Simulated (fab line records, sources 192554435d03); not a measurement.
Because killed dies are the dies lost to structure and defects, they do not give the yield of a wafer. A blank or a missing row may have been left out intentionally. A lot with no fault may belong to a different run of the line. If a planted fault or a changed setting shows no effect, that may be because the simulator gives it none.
Chamber matching	flow n5 finfet	N5_FIN_SAQP_MANDREL1_REMOVE_56 on rie si-02 has 4 sister chambers
The step chemistry HBr/Cl2/O2, target a-Si, stops on SiNx, bt time 10 s. 4 wafers are shown with their chamber, then 7 later ones without.

== WAFERS, EACH WITH ITS CHAMBER ==
wafer	chamber	drypump motor current A (A)
L083.5	1	6.3
L083.6	0	5.8
L084.3	3	6.5
L084.4	2	5.7

== WAFERS WHOSE CHAMBER IS MISSING ==
wafer	drypump motor current A (A)
L084.6	6.3
L085.1	6.5
L085.3	5.9
L085.5	6.3
L086.1	6.5
L086.3	5.6
L086.6	6.5

== EACH ONE'S CHAMBER ==
wafer	from the rows above	in truth
L084.6	1	1
L085.1	3	3
L085.3	can't be placed: 0 or 2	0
L085.5	1	1
L086.1	3	3
L086.3	can't be placed: 2 or 0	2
L086.6	3	3
Correct placement for 5 of the 7. Cannot be placed on the basis of these rows: 2; the candidates contain the true chamber in 2. Number placed wrongly: 0.
How it was worked out, from the rows above alone: a wafer's distance from a chamber is the root of the sum, over the readings, of the square of ((its reading less the chamber's mean) divided by the reading's scatter). The wafer belongs to the nearest chamber; if the next one is less than 2 further off, it can't be placed. For every chamber, the mean is computed from those of its wafers that are shown. The scatter: root of mean squared gap, hidden wafer to nearest shown wafer, with one shown wafer a chamber.
